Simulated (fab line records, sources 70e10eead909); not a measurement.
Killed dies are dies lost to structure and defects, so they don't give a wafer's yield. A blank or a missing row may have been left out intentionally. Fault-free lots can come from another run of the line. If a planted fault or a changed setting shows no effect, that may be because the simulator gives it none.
Chamber matching -- flow nand-harc -- NHARC_P_BONDPAD_ETCH_37 on rie-diel-03: 4 sister chambers
The step etches the open film in N2/H2, target depth 60 nm, overetch 18 nm, time 65.91 s. 19 wafers are shown with their chamber, then 9 later ones without.

EACH WAFER AND ITS CHAMBER
wafer,chamber,showerhead-plenum-p-Torr (Torr),drypump-motor-current-A (A),rf-vpp-V (V)
L992.1,2,2.08,5.9,431.8
L992.2,3,2.06,6.0,431.5
L992.3,0,1.98,5.3,429.4
L995.1,2,2.08,5.9,431.0
L995.3,1,1.97,6.0,428.2
L997.1,1,1.97,6.0,428.1
L997.6,0,1.98,5.4,429.7
L108.1,1,1.97,6.0,428.3
L108.4,0,1.98,5.4,429.4
L108.6,0,1.98,5.4,428.3
L107.1,3,2.05,6.1,430.4
L107.3,1,1.97,6.0,428.6
L107.6,2,2.07,5.9,431.1
L110.1,2,2.07,5.9,431.8
L110.2,3,2.05,6.1,430.8
L110.6,0,1.98,5.4,429.8
L111.1,0,1.98,5.4,429.6
L111.3,3,2.05,6.1,431.4
L111.6,1,1.97,6.0,428.0

SIGNATURES (means of the wafers above)
reading,chamber 0,chamber 1,chamber 2,chamber 3,scatter within a chamber
showerhead-plenum-p-Torr,1.9800,1.9700,2.0750,2.0525,0.00342
drypump-motor-current-A,5.383,6.000,5.900,6.075,0.0325
rf-vpp-V,429.367,428.240,431.425,431.025,0.453
Rule: a wafer lies at a distance from a chamber equal to the root of the sum of squares, over the readings, of (its reading less the chamber's mean, divided by the reading's scatter). The wafer belongs to the nearest chamber; if the next one is less than 2 further off, it can't be placed. The scatter: take each reading less its chamber's mean, square it, sum over the shown wafers, divide by the number of wafers less the number of chambers, and take the root.

WAFERS WITHOUT THEIR CHAMBER
wafer,showerhead-plenum-p-Torr (Torr),drypump-motor-current-A (A),rf-vpp-V (V)
L112.2,2.07,5.9,431.5
L112.4,1.97,6.0,427.9
L112.5,2.07,5.9,431.6
L114.1,2.05,6.1,431.4
L114.2,1.97,6.0,428.7
L114.6,1.97,6.0,428.3
L115.3,1.97,6.0,428.8
L115.4,1.98,5.4,428.4
L115.6,2.07,5.9,431.7

WHICH CHAMBER EACH ONE RAN IN
wafer,from the rows above,in truth
L112.2,2,2
L112.4,1,1
L112.5,2,2
L114.1,3,3
L114.2,1,1
L114.6,1,1
L115.3,1,1
L115.4,0,0
L115.6,2,2
9 of 9 placed correctly. Left unplaced by these rows: 0. Placed wrongly: 0.
